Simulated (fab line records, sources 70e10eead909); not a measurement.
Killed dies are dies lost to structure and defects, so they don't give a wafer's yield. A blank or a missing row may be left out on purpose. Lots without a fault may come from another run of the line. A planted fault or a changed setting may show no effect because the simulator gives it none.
A struck lot beside a sound one | flow nand_harc | 26 steps out of a route of 1302
Sound: wafers L716.1, L716.2, L716.6. Struck: wafers L727.1, L727.2, L727.4. The cause comes at the end.
At each step with rows: each side's tool, then ch and its chambers, then its first start. Under that, the readings that differ: sound wafers | struck wafers | difference of the means | sigmas: that difference in standard deviations of wafers without a fault.
alike: readings whose means differ by less than 2 such deviations, and words and numbers that are the same on both sides. not compared: withheld readings, readings that some wafer has no value for, bounds like >300 that may hide the same value, and numbers for which the record gives no deviation and whose values overlap.
The two part at a step that has a row with sigmas, a row that says differs or no value, or rows on one side only. Numbers that don't overlap but have no deviation are shown without sigmas and don't part them. A reading that every wafer of one side lacks parts them only if that side has two wafers or more.

first, 2 steps without rows for these wafers: NHARC_A_STAIRCASE_SRD_154; NHARC_A_STAIRCASE_ETCH_403 (etches SiO2 in dHF, target depth 108.2 nm).
NHARC_A_STAIRCASE_ETCHBACK_422: etches the open film in CH3F/O2, target depth 40 nm, time 74.286 s.
  sound on rie_diel-02 ch 0,2, day 19 02:00; struck on rie_diel-04 ch 1,3, day 24 04:50
  alike: ch3f_flow_sccm, drypump_motor_current_A, o2_flow_sccm, oes_product_au, rf_vpp_V, showerhead_plenum_p_Torr, throttle_valve_pct
  not compared: rf_hours_counter_h
then, 1 step without rows for these wafers: NHARC_A_STAIRCASE_ETCH_423 (etches SiO2 in dHF, target depth 30 nm).
NHARC_A_STAIRCASE_ETCHBACK_157: etches the open film in CH3F/O2, target depth 90 nm, time 167.14 s.
  sound on rie_diel-02 ch 0,1,2, day 19 02:23; struck on rie_diel-04 ch 2,3, day 24 05:15
  alike: ch3f_flow_sccm, drypump_motor_current_A, o2_flow_sccm, oes_product_au, rf_vpp_V, showerhead_plenum_p_Torr, throttle_valve_pct
  not compared: rf_hours_counter_h
NHARC_A_STAIRCASE_STRIP_475: strips in O2, time 20 s.
  sound on rie_diel-02 ch 1,2, day 19 02:38; struck on rie_diel-04 ch 2,3, day 24 05:27
  reading                         | sound          | struck         | difference | sigmas
  showerhead_plenum_p_Torr (Torr) | 3.56 3.80 3.80 | 3.55 3.33 3.55 | -0.24      | -2
  alike: drypump_motor_current_A, o2_flow_sccm, oes_product_au, rf_vpp_V, throttle_valve_pct
  not compared: rf_hours_counter_h
then, 1 step without rows for these wafers: NHARC_A_STAIRCASE_DEP_471 (deposits SiO2, target thk 100 nm).
NHARC_A_STAIRCASE_CMP_472: polishes SiO2.
  sound on cmp-04 ch 1,2,3, day 19 03:03; struck on cmp-01 ch 0,2,3, day 24 05:49
  alike: motor_current_A, slurry_flow_ml_min
then, 1 step without rows for these wafers: NHARC_A_STAIRCASE_SRD_474.
NHARC_A_STAIRCASE_INSPECT_155:
  sound on defect_inspect-01, day 19 03:21; struck on defect_inspect-02, day 24 06:10
  alike: raw_defect_count
NHARC_A_SGD_CUT_DEP_00: deposits SiNx, target thk 50 nm.
  sound on pecvd-01 ch 1,2, day 19 03:26; struck on pecvd-01 ch 0,1, day 24 06:14
  alike: heater_power_w
then, 10 steps without rows for these wafers: NHARC_A_SGD_CUT_DEHYDRATE_01 (time 120 s); NHARC_A_SGD_CUT_HMDS_02 (time 30 s); NHARC_A_SGD_CUT_COAT_56 (time 75 s); NHARC_A_SGD_CUT_COAT_57 (time 65 s); NHARC_A_SGD_CUT_COAT_03 (resist thk 90 nm); NHARC_A_SGD_CUT_SOFTBAKE_04 (time 55 s); NHARC_A_SGD_CUT_EBR_05; NHARC_A_SGD_CUT_EXPOSE_06 (exposes mask SGD); NHARC_A_SGD_CUT_PEB_07 (peb time 65 s); NHARC_A_SGD_CUT_DEVELOP_08 (develop time 35 s).
NHARC_A_SGD_CUT_CD_MEAS_09: target cd 100 nm.
  sound on cd_sem-01 ch 0, day 19 04:08; struck on cd_sem-01 ch 0, day 24 06:57
  alike: cd_nm
NHARC_A_SGD_CUT_OVL_MEAS_10:
  sound on overlay-02, day 19 04:14; struck on overlay-01, day 24 07:02
  reading           | sound       | struck         | difference | sigmas
  overlay_x_nm (nm) | 1.4 0.8 1.6 | -1.6 -1.3 -1.3 | -2.7       | -3
  overlay_y_nm (nm) | 1.8 1.5 1.2 | -0.7 -1.3 -0.9 | -2.5       | -3
NHARC_A_SGD_CUT_INSPECT_11:
  sound on defect_inspect-02, day 19 04:16; struck on defect_inspect-02, day 24 07:15
  reading          | sound    | struck         | difference | sigmas
  raw_defect_count | 59 72 55 | 1213 1268 1236 | +1177      | +41
  not compared: hold
NHARC_A_SGD_CUT_DESCUM_14: chemistry O2, time 3 s.
  sound on rie_diel-13 ch 0,1,3, day 19 04:20; struck on rie_diel-09 ch 0,1,3, day 24 12:05
  reading             | sound             | struck                                                                     | difference                   | sigmas
  hold                | - - -             | await_dispo/4.8h/release await_dispo/4.8h/release await_dispo/4.8h/release | no value on the sound wafers |
  o2_flow_sccm (sccm) | 198.5 201.0 199.2 | 201.1 200.3 201.3                                                          | +1.3                         | +2
  alike: drypump_motor_current_A, oes_product_au, rf_vpp_V, showerhead_plenum_p_Torr, throttle_valve_pct
  not compared: rf_hours_counter_h
-- the record jumps here: 6 days lie between the struck wafers' starts before and after (it left off in module A_SGD_CUT and takes up again in module END, whose first step shown is number 1302 of the route) --
NHARC_END_SORT_01:
  the record has rows for the struck wafers here (prober-02 ch 0, day 30 22:49) and none for the sound ones

WHERE THEY PART
First at NHARC_A_STAIRCASE_STRIP_475; last, within this record, at NHARC_END_SORT_01.

WHY: what the simulator had put in
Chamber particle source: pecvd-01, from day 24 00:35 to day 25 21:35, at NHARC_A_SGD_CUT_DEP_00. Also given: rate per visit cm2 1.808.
